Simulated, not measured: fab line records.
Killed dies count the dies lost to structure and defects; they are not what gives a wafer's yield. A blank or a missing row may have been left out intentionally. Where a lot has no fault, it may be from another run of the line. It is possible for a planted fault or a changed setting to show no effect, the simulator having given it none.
Matching of chambers :: flow n5 finfet :: pecvd-04 running N5_SDB_HM_DEP_00: 3 sister chambers
The step deposits SiNx from SiH4/NH3/N2, target thk 40 nm, time 35.3 s. 3 wafers are shown with their chamber, then 7 later ones without.

== WAFERS PAIRED WITH THEIR CHAMBERS ==
wafer: L076.2
chamber: 0
throttle valve pct (%): 41.9

wafer: L083.1
chamber: 2
throttle valve pct (%): 38.8

wafer: L083.2
chamber: 1
throttle valve pct (%): 44.4

== WAFERS WITHOUT THEIR CHAMBER ==
wafer: L083.5
throttle valve pct (%): 44.5

wafer: L086.1
throttle valve pct (%): 41.9

wafer: L086.4
throttle valve pct (%): 38.8

wafer: L086.5
throttle valve pct (%): 44.6

wafer: L097.2
throttle valve pct (%): 44.6

wafer: L097.3
throttle valve pct (%): 38.9

wafer: L097.4
throttle valve pct (%): 44.7

== WHICH CHAMBER EACH ONE RAN IN ==
wafer: L083.5
from the rows above: 1
in truth: 1

wafer: L086.1
from the rows above: 0
in truth: 0

wafer: L086.4
from the rows above: 2
in truth: 2

wafer: L086.5
from the rows above: 1
in truth: 1

wafer: L097.2
from the rows above: 1
in truth: 1

wafer: L097.3
from the rows above: 2
in truth: 2

wafer: L097.4
from the rows above: 1
in truth: 1
Placed correctly: 7 of 7. From these rows, 0 cannot be placed. Number placed wrongly: 0.
How it was worked out, from the rows above alone: a wafer's distance from a chamber is the root of the sum, over the readings, of the square of ((its reading less the chamber's mean) divided by the reading's scatter). The wafer belongs to the nearest chamber; if the next one is less than 2 further off, it can't be placed. A chamber's mean is the mean of its shown wafers. The scatter: with one shown wafer a chamber, the root of the mean of the squares of how far each hidden wafer lies from its nearest shown one.
